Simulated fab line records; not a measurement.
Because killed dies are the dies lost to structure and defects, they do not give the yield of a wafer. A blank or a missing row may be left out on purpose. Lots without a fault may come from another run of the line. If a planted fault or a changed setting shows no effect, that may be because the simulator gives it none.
Comparing a struck lot with a sound one / flow nandHarc / 14 steps out of a route of 1159
Sound: these wafers, L184.1, L184.5, L184.6. Wafers struck: L183.2, L183.4, L183.5. The cause is named last.
Each step with rows lists, per side, the tool, then ch with its chambers, then its first start. Under that, the readings that differ: sound wafers / struck wafers / difference of the means / sigmas: that difference in standard deviations of wafers without a fault.
alike: words and numbers the same on both sides, and readings whose means are apart by under 2 such deviations; not compared: readings that were withheld, readings missing a value for some wafer, numbers with overlapping values and no deviation given by the record, and bounds like >300 which may hide the same value.
A row with sigmas, a row that says differs or no value, or rows on one side alone: a step with any of these is where the two part. When numbers do not overlap yet have no deviation, they are printed without sigmas and do not part them. A reading missing from all wafers of one side parts the sides only when that side holds two or more wafers.

NHARC_A_STAIRCASE_TRIM_12: chemistry O2, time 211.2 s.
  sound on rieDiel-04 ch 1,2, day 14 16:43; struck on rieDiel-01 ch 0,2, day 14 16:26
  alike: drypumpMotorCurrentA, oesProductAu, rfVppV, showerheadPlenumPTorr, throttleValvePct
  not compared: rfHoursCounterH
NHARC_A_STAIRCASE_ETCH_13: etches the open film in C4F8/O2, target depth 100 nm, time 40.5 s.
  sound on rieDiel-04 ch 2,3; struck on rieDiel-01 ch 0,1,3
  alike: biasW, chamberPressureMTorr, oesProductAu, rfVppV
  not compared: rfHoursCounterH
then, 3 steps without rows for these wafers: NHARC_A_STAIRCASE_TRIM_14 (chemistry O2, time 211.2 s); NHARC_A_STAIRCASE_ETCH_15 (etches the open film in C4F8/O2, target depth 100 nm, time 40.5 s); NHARC_A_STAIRCASE_TRIM_16 (chemistry O2, time 211.2 s).
NHARC_A_STAIRCASE_ETCH_17: etches the open film in C4F8/O2, target depth 100 nm, time 40.5 s.
  sound on rieDiel-04 ch 1,2,3; struck on rieDiel-01 ch 0,1,3
  alike: biasW, chamberPressureMTorr, oesProductAu, rfVppV
  not compared: rfHoursCounterH
then, 1 step without rows for these wafers: NHARC_A_STAIRCASE_TRIM_18 (chemistry O2, time 211.2 s).
NHARC_A_STAIRCASE_ETCH_19: etches the open film in C4F8/O2, target depth 100 nm, time 40.5 s.
  sound on rieDiel-04 ch 0,1,3; struck on rieDiel-01 ch 0,1,3
  alike: biasW, chamberPressureMTorr, oesProductAu, rfVppV
  not compared: rfHoursCounterH
then, 2 steps without rows for these wafers: NHARC_A_STAIRCASE_TRIM_20 (chemistry O2, time 211.2 s); NHARC_A_STAIRCASE_ETCH_21 (etches the open film in C4F8/O2, target depth 100 nm, time 40.5 s).
NHARC_A_STAIRCASE_TRIM_22: chemistry O2, time 211.2 s.
  sound on rieDiel-04 ch 1,2,3; struck on rieDiel-01 ch 1,2,3
reading=rfVppV (V); sound=55.5 56.5 56.1; struck=58.7 59.3 57.1; difference=+2.3; sigmas=+3
  alike: drypumpMotorCurrentA, oesProductAu, showerheadPlenumPTorr, throttleValvePct
  not compared: rfHoursCounterH
NHARC_A_STAIRCASE_ETCH_23: etches the open film in C4F8/O2, target depth 100 nm, time 40.5 s.
  sound on rieDiel-04 ch 0,3, day 14 22:25; struck on rieDiel-01 ch 2,3, day 14 19:22
  no value came back on the struck wafers for biasW (W), chamberPressureMTorr (mTorr), oesProductAu (a.u.), rfVppV (V); on the sound wafers biasW (W) reads 999.4 1001.1 1001.0
  not compared: rfHoursCounterH
then, 1 step without rows for these wafers: NHARC_A_STAIRCASE_TRIM_24 (chemistry O2, time 211.2 s).
-- the record jumps here: 9 days lie between the struck wafers' starts before and after (it left off in module A_STAIRCASE and takes up again in module END, whose first step shown is number 1159 of the route) --
NHARC_END_SORT_01:
  at this point the record logs the struck wafers (prober-02 ch 0, day 23 13:11) and has no rows for the sound ones

== WHERE THEY PART ==
At NHARC_A_STAIRCASE_TRIM_22 first; at NHARC_END_SORT_01 last (within this record only).

WHY: what had been put in by the simulator
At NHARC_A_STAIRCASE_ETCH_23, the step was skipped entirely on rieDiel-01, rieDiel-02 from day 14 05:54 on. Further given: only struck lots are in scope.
